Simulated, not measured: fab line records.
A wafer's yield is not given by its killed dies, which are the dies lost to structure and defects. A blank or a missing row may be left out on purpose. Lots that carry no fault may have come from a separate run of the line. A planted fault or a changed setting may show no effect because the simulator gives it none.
Chamber matching / flow nand_harc / NHARC_A_CHANNEL_HOLE_D2_ETCH_44 on rie_diel-02 has 4 sister chambers
The step etches the open film in CF4/O2, target depth 140 nm, overetch 14 nm, time 77 s. 8 wafers are shown with their chamber, then 9 later ones without.

## WAFERS PAIRED WITH THEIR CHAMBERS
wafer=L082.1; chamber=3; drypump_motor_current_A (A)=6.2; rf_vpp_V (V)=199.5
wafer=L085.6; chamber=2; drypump_motor_current_A (A)=5.3; rf_vpp_V (V)=195.5
wafer=L086.3; chamber=3; drypump_motor_current_A (A)=6.2; rf_vpp_V (V)=199.0
wafer=L086.4; chamber=0; drypump_motor_current_A (A)=5.6; rf_vpp_V (V)=198.2
wafer=L086.5; chamber=1; drypump_motor_current_A (A)=5.3; rf_vpp_V (V)=198.1
wafer=L087.2; chamber=2; drypump_motor_current_A (A)=5.3; rf_vpp_V (V)=196.5
wafer=L087.4; chamber=0; drypump_motor_current_A (A)=5.6; rf_vpp_V (V)=198.1
wafer=L087.5; chamber=1; drypump_motor_current_A (A)=5.4; rf_vpp_V (V)=198.2

## WAFERS WITH NO CHAMBER GIVEN
wafer=L088.1; drypump_motor_current_A (A)=5.6; rf_vpp_V (V)=198.8
wafer=L088.4; drypump_motor_current_A (A)=5.3; rf_vpp_V (V)=196.0
wafer=L088.5; drypump_motor_current_A (A)=5.5; rf_vpp_V (V)=198.3
wafer=L095.1; drypump_motor_current_A (A)=5.3; rf_vpp_V (V)=196.7
wafer=L095.2; drypump_motor_current_A (A)=6.2; rf_vpp_V (V)=198.3
wafer=L095.5; drypump_motor_current_A (A)=5.5; rf_vpp_V (V)=197.2
wafer=L097.2; drypump_motor_current_A (A)=5.3; rf_vpp_V (V)=197.4
wafer=L097.3; drypump_motor_current_A (A)=6.2; rf_vpp_V (V)=198.5
wafer=L097.5; drypump_motor_current_A (A)=5.6; rf_vpp_V (V)=198.9

## EACH ONE'S CHAMBER
wafer=L088.1; from the rows above=0; in truth=0
wafer=L088.4; from the rows above=2; in truth=2
wafer=L088.5; from the rows above=can't be placed: 0 or 1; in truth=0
wafer=L095.1; from the rows above=2; in truth=2
wafer=L095.2; from the rows above=3; in truth=3
wafer=L095.5; from the rows above=can't be placed: 0 or 1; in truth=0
wafer=L097.2; from the rows above=can't be placed: 1 or 2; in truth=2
wafer=L097.3; from the rows above=3; in truth=3
wafer=L097.5; from the rows above=0; in truth=0
Correctly placed: 6 of 9. Can't be placed from these rows: 3 (the true chamber is among the candidates in 3). Number placed wrongly: 0.
How it was worked out, from the rows above alone: a wafer's distance from a chamber is the root of the sum, over the readings, of the square of ((its reading less the chamber's mean) divided by the reading's scatter). If the next closest chamber is less than 2 further off than the closest, the wafer can't be placed; otherwise it belongs to the closest. For every chamber, the mean is computed from those of its wafers that are shown. The scatter is the square root of a quotient: the sum, over the shown wafers, of each reading's squared deviation from its chamber's mean, divided by wafers minus chambers.
